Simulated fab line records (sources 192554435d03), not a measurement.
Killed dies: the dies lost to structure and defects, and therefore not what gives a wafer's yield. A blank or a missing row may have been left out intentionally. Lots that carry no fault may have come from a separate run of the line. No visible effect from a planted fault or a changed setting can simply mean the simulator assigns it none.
Problem report in the 8D (eight disciplines) form, filled by code	flow n5-finfet	the parts of the form that need people (team, actions taken, sign-off) are left out

## 1. WHAT WENT WRONG
REXT_P at N5_BEOL_M4_RC_MEAS_101 reads a mean of 116.8 ohm.um on 4 wafers of 3 lots; wafers without a fault read 100.4 ohm.um with a standard deviation of 2.2. Relative to the usual mean, that is a shift of +7.5 standard deviations.
Seen first at day 10 17:46 on prober-02, wafer L179.2. The record holds 28 wafers of 10 lots with a number at this step. The rule behind "out" and "out of limits": a value lying over 4 standard deviations away from the usual mean. All remaining wafers that have a number are taken as sound.

## 2. WHAT IT IS; WHAT IT IS NOT
question	is	is not
which readings at this step	REXT_P	DIBL_P, IOFF_N, IOFF_P, ION_N, SS_N, SS_P, VT_N, VT_P
which lots	L179, L180, L182	L171, L172, L174, L176, L177, L192, L194
which wafers of those lots	L179.2, L180.1, L182.1, L182.2	L179.5, L180.5, L182.6
read on which gauges	prober-01, prober-02	-
when	from day 10 17:46	up to then (16 sound wafers); but 8 sound wafers of L180, L182, L192, L194 came after

## 3. SUSPECTS, AND WHAT RULES EACH OUT
Counting: any tool at a process step up to the reading remains a suspect provided it ran every lot that is out. Sound lots after the first of them don't rule it out here, since some wafers of a struck lot are sound.
- the gauge at N5_BEOL_M4_RC_MEAS_101: ruled out. 2 gauges (prober-01, prober-02) read the wafers that are out.
- rie-diel-03 at N5_SD_EPI_P_ETCH_47 (etches SiOCN in CH3F/O2, target depth 25 nm): kept. It processed each lot that is out (first: L179, day 5 09:21); up to then, its last sound lot is L177 (day 4 22:38).
After counting, what remains is rie-diel-03 at N5_SD_EPI_P_ETCH_47.

## 4. THE CAUSE (what the simulator had put in)
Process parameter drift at N5_SD_EPI_P_ETCH_47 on rie-diel-03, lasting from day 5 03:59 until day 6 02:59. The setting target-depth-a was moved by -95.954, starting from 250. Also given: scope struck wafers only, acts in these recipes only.
Counting left only this tool.

## 5. SEQUENCE OF EFFECTS, ordered by route
Rows list readings where the struck wafers' mean (over those with a number) sits beyond 3 standard deviations from the usual. Only readings whose record carries a usual standard deviation are examined. hours: median over the lots of the time between each lot's start at the first step of this table that gives one and its start at this step. sigmas: the change, counted in usual standard deviations.
hours	step	reading	usual	on struck wafers	change	sigmas
0	N5_BEOL_M4_RC_MEAS_101	RC_DENSE_P	23.3 ohm.um	26.6	+3.3	+5.1
0	N5_BEOL_M4_RC_MEAS_101	RC_P	19.0 ohm.um	21.7	+2.7	+5.2
0	N5_BEOL_M4_RC_MEAS_101	REXT_P	100.4 ohm.um	116.8	+16.4	+7.5

## 6. WHAT WOULD HAVE CAUGHT IT SOONER
Counted from the fault's start at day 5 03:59, it took 134 hours until the first out-of-limits reading at a measuring or inspecting step in this record, taken at day 10 17:46.
Of the tool readings at N5_SD_EPI_P_ETCH_47 for which the record gives a usual standard deviation, none was out on any struck wafer, so an alarm limit of 4 standard deviations on them would not have fired.
By day 10 17:46 the whole set of lots that are out, 3 in number, had already begun N5_SD_EPI_P_ETCH_47 on rie-diel-03. Tool hold at that time: it would have spared none of them.
